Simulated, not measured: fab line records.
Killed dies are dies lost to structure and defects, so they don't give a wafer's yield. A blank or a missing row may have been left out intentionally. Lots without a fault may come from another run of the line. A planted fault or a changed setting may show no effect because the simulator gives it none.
What tool caused it? | flow nand harc | 6 lots with 17 wafers sampled at 2 steps, on a route of 1302 steps

## WHAT EACH GAUGE READ, for each wafer
NHARC_A_CHANNEL_HOLE_D1_CD_MEAS_30.
lot  | measured     | on        | cd nm (nm)
L111 | day 9 02:28  | cd sem-02 | 90.2 90.9 88.4
L116 | day 10 21:35 | cd sem-01 | 91.5 89.0 88.3
L119 | day 12 13:25 | cd sem-01 | 89.3 89.4 89.7
L121 | day 13 05:59 | cd sem-02 | 89.5 87.8 89.4
L126 | day 14 15:24 | cd sem-02 | 90.5 90.9 91.3
L130 | day 16 21:03 | cd sem-01 | 89.4 91.0

## WHICH TOOL RAN EACH LOT (tool, then ch and the chambers of the sampled wafers, then the start)
lot  | NHARC_A_CHANNEL_HOLE_D1_ETCH_24
L111 | har etch-01 ch 0,1, day 8 22:53
L116 | har etch-02 ch 0, day 10 18:08
L119 | har etch-02 ch 0,1, day 12 10:02
L121 | har etch-02 ch 0,1, day 13 02:32
L126 | har etch-02 ch 0,1, day 14 12:01
L130 | har etch-01 ch 0, day 16 17:49
- NHARC_A_CHANNEL_HOLE_D1_ETCH_24: etches the open film in C4F8/O2/Ar, time 906.2 s, target depth 1500 nm.

## THE ANSWER, worked out from the rows above alone
Rule: what is usual is taken from the lots themselves. The widest of any qualifying gaps counts: lots, ordered by their means at a reading, are off when they make up no more than a third of the lots, leave a main group of 4 or more, and stand apart from it by 3 or more times the standard deviation of that group's means. If all means in a main group match to the digits the tables above print for the reading, that group is not used. Also off: a lot with no number at a reading for which 4 or more lots have one. Where the step has rows for the other lots, those lots are counted as sound.
No lot is off on any of the readings shown, so nothing can be concluded from this.

## WHAT THE SIMULATOR HAD PUT IN
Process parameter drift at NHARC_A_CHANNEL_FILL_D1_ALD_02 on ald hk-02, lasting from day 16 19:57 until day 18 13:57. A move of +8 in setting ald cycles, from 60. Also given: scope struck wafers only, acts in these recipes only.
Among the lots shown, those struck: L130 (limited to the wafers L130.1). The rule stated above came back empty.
